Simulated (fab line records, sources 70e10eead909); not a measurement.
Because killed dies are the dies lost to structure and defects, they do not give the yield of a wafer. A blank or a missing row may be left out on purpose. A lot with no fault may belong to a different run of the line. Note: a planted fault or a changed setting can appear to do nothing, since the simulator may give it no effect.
The tool behind it: which one? || flow nand harc || Sampling: 6 lots, 18 wafers, 2 of 1302 route steps

WHAT THE GAUGES SHOWED, per wafer
NHARC_P_M1_CD_MEAS_09: target cd 130 nm.
{"lot": "L758", "measured": "day 6 08:26", "on": "cd sem-02", "cd nm (nm)": "130.1 130.7 130.4"}
{"lot": "L761", "measured": "day 7 19:31", "on": "cd sem-01", "cd nm (nm)": "130.3 130.8 130.7"}
{"lot": "L763", "measured": "day 8 18:34", "on": "cd sem-03", "cd nm (nm)": "130.9 130.3 130.3"}
{"lot": "L766", "measured": "day 9 21:48", "on": "cd sem-02", "cd nm (nm)": "130.1 129.6 130.3"}
{"lot": "L769", "measured": "day 11 03:41", "on": "cd sem-01", "cd nm (nm)": "130.1 130.0 130.2"}
{"lot": "L779", "measured": "day 16 03:14", "on": "cd sem-03", "cd nm (nm)": "129.8 130.1 129.7"}

TOOL THAT RAN EACH LOT (tool first, then ch and the chambers of the sampled wafers, then the start)
{"lot": "L758", "NHARC_P_M0_PRE_CLEAN_31": "pecvd-04 ch 0,1,2, day 6 07:08"}
{"lot": "L761", "NHARC_P_M0_PRE_CLEAN_31": "pecvd-03 ch 0,2, day 7 18:13"}
{"lot": "L763", "NHARC_P_M0_PRE_CLEAN_31": "pecvd-01 ch 0,2, day 8 17:22"}
{"lot": "L766", "NHARC_P_M0_PRE_CLEAN_31": "pecvd-01 ch 0,1, day 9 20:29"}
{"lot": "L769", "NHARC_P_M0_PRE_CLEAN_31": "pecvd-01 ch 0,2, day 11 02:29"}
{"lot": "L779", "NHARC_P_M0_PRE_CLEAN_31": "pecvd-03 ch 2, day 16 00:48"}
- NHARC_P_M0_PRE_CLEAN_31: time 12 s.

THE ANSWER, worked out from the rows above alone
Rule: the usual values come from the lots themselves. Put in order of their means at a reading, lots are off if they are a third of the lots or fewer, leave a main group of 4 or more, and stand apart from it by a gap of 3 or more times the standard deviation of the main group's means; of several such gaps the widest counts. A main group is skipped when, at the precision printed for the reading in the tables above, its means are all equal. A lot without any number at a reading at which 4 lots or more have one is off too. Where the step has rows for the other lots, those lots are counted as sound.
Nothing can be told from this: no lot is off at any reading shown.

WHAT THE SIMULATOR PUT IN
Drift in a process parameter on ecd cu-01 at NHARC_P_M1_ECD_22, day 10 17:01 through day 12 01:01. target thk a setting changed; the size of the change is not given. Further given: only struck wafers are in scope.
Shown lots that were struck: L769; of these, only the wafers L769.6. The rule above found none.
